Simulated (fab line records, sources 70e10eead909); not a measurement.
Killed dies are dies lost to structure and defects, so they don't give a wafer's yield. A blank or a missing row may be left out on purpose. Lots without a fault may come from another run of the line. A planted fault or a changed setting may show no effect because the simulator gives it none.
A struck lot beside a sound one | flow nand_harc | 14 steps out of a route of 1302
Sound: wafers L585.1, L585.2, L585.4. Struck: wafers L591.1, L591.4, L591.6. The cause comes at the end.
At each step with rows: each side's tool, then ch and its chambers, then its first start. Under that, the readings that differ: sound wafers | struck wafers | difference of the means | sigmas: that difference in standard deviations of wafers without a fault.
alike: readings whose means differ by less than 2 such deviations, and words and numbers that are the same on both sides. not compared: withheld readings, readings that some wafer has no value for, bounds like >300 that may hide the same value, and numbers for which the record gives no deviation and whose values overlap.
The two part at a step that has a row with sigmas, a row that says differs or no value, or rows on one side only. Numbers that don't overlap but have no deviation are shown without sigmas and don't part them. A reading that every wafer of one side lacks parts them only if that side has two wafers or more.

NHARC_A_STAIRCASE_TRIM_202: chemistry O2, time 211.2 s.
  sound on rie_diel-13 ch 1,2,3; struck on rie_diel-06 ch 0,3
  alike: drypump_motor_current_A, mfc_ar_sccm, oes_product_au, rf_vpp_V, showerhead_plenum_p_Torr, throttle_valve_pct
  not compared: rf_hours_counter_h
NHARC_A_STAIRCASE_ETCH_203: etches the open film in C4F8/O2, target depth 100 nm, time 40.5 s.
  sound on rie_diel-13 ch 0,2,3; struck on rie_diel-06 ch 0,3
  alike: bias_w, oes_product_au, rf_vpp_V
  not compared: rf_hours_counter_h
NHARC_A_STAIRCASE_STRIP_205: strips in O2.
  sound on plasma_asher-01 ch 0,1, day 17 00:44; struck on plasma_asher-02 ch 0,1, day 18 17:53
  reading            | sound       | struck      | difference | sigmas
  heater_power_w (W) | 307 330 292 | 411 414 361 | +86        | +2
  alike: drypump_motor_current_A
  not compared: rf_hours_counter_h
then, 8 steps without rows for these wafers: NHARC_A_STAIRCASE_STRIP_206 (strips in SPM, time 900 s); NHARC_A_STAIRCASE_PRECLEAN_207 (cleans in SC1); NHARC_A_STAIRCASE_SRD_208; NHARC_A_STAIRCASE_DEHYDRATE_209 (time 120 s); NHARC_A_STAIRCASE_HMDS_210 (time 30 s); NHARC_A_STAIRCASE_COAT_211; NHARC_A_STAIRCASE_SOFTBAKE_212 (time 170 s); NHARC_A_STAIRCASE_EBR_213.
NHARC_A_STAIRCASE_EXPOSE_214: exposes mask STAIR 3.
  sound on krf_scanner-04 ch 0, day 17 01:54; struck on krf_scanner-01 ch 0, day 18 18:52
  reading              | sound             | struck            | difference | sigmas
  exposure_dose_mJ_cm2 | 31.24 31.24 31.25 | 28.57 28.56 28.60 | -2.67      | -86
  alike: mask
then, 1 step without rows for these wafers: NHARC_A_STAIRCASE_PEB_215 (peb time 130 s).
-- the record jumps here: 9 days lie between the struck wafers' starts before and after (it left off in module A_STAIRCASE and takes up again in module END, whose first step shown is number 1302 of the route) --
NHARC_END_SORT_01:
  sound on prober-01 ch 0, day 25 17:17; struck on prober-01 ch 0, day 27 09:17
  reading         | sound    | struck    | difference | sigmas
  killed_at_array | 32 40 57 | 96 91 80  | +46        | +2
  killed_dies     | 36 51 60 | 101 97 84 | +45        | +2
  alike: killed_at_other, killed_at_periphery, killed_open, killed_short

WHERE THEY PART
First at NHARC_A_STAIRCASE_STRIP_205; last, within this record, at NHARC_END_SORT_01.

WHY: what the simulator had put in
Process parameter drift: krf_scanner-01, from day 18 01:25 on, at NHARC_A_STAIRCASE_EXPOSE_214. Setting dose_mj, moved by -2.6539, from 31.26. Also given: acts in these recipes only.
